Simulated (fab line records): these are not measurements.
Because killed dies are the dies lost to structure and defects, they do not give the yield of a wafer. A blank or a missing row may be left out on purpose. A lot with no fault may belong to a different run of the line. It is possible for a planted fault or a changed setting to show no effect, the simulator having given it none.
Chamber matching | flow n5 finfet | 4 sister chambers for N5_BEOL_M11_ETCH_61 on rie diel-05
The step etches SiARC in CF4, target depth 39 nm, time 65 s. 16 wafers are shown with their chamber, then 8 later ones without.

## EACH WAFER AND ITS CHAMBER
wafer  | chamber | drypump motor current A (A) | throttle valve pct (%) | oes product au (a.u.)
L078.1 | 3       | 5.9                         | 15.89                  | 0.59
L078.2 | 1       | 5.3                         | 15.39                  | 0.80
L078.3 | 0       | 6.6                         | 15.39                  | 0.63
L079.2 | 1       | 5.4                         | 15.39                  | 0.79
L079.4 | 3       | 5.8                         | 15.90                  | 0.59
L079.5 | 3       | 5.8                         | 15.89                  | 0.60
L080.1 | 0       | 6.6                         | 15.41                  | 0.61
L080.4 | 1       | 5.3                         | 15.40                  | 0.78
L080.5 | 2       | 6.6                         | 15.58                  | 0.62
L081.1 | 3       | 5.8                         | 15.91                  | 0.58
L081.2 | 1       | 5.3                         | 15.39                  | 0.78
L081.6 | 3       | 5.8                         | 15.91                  | 0.58
L082.1 | 1       | 5.3                         | 15.40                  | 0.78
L082.3 | 3       | 5.8                         | 15.92                  | 0.58
L082.4 | 0       | 6.6                         | 15.41                  | 0.62
L084.1 | 2       | 6.6                         | 15.59                  | 0.62

SIGNATURES (means of the wafers above)
reading                 | chamber 0 | chamber 1 | chamber 2 | chamber 3 | scatter within a chamber
drypump motor current A | 6.600     | 5.320     | 6.600     | 5.817     | 0.0369
throttle valve pct      | 15.4033   | 15.3940   | 15.5850   | 15.9033   | 0.00987
oes product au          | 0.6200    | 0.7860    | 0.6200    | 0.5867    | 0.00843
Rule: distance of a wafer from a chamber = root of the sum over the readings of ((wafer's reading minus chamber's mean) / reading's scatter) squared. The wafer belongs to the nearest chamber; if the next one is less than 2 further off, it can't be placed. The scatter: the root of (the sum of the squares of (reading less its chamber's mean) over the shown wafers, divided by (wafers less chambers)).

## WAFERS WITHOUT THEIR CHAMBER
wafer  | drypump motor current A (A) | throttle valve pct (%) | oes product au (a.u.)
L084.2 | 6.6                         | 15.40                  | 0.60
L084.5 | 6.6                         | 15.42                  | 0.61
L087.2 | 6.6                         | 15.60                  | 0.61
L087.4 | 5.3                         | 15.42                  | 0.76
L087.6 | 5.3                         | 15.42                  | 0.77
L092.2 | 6.6                         | 15.43                  | 0.59
L092.3 | 5.9                         | 15.94                  | 0.58
L092.5 | 5.3                         | 15.43                  | 0.75

## EACH ONE'S CHAMBER
wafer  | from the rows above | in truth
L084.2 | 0                   | 0
L084.5 | 0                   | 0
L087.2 | 2                   | 2
L087.4 | 1                   | 1
L087.6 | 1                   | 1
L092.2 | 0                   | 0
L092.3 | 3                   | 3
L092.5 | 1                   | 1
8 of 8 placed correctly. From these rows, 0 cannot be placed. 0 placed wrongly.
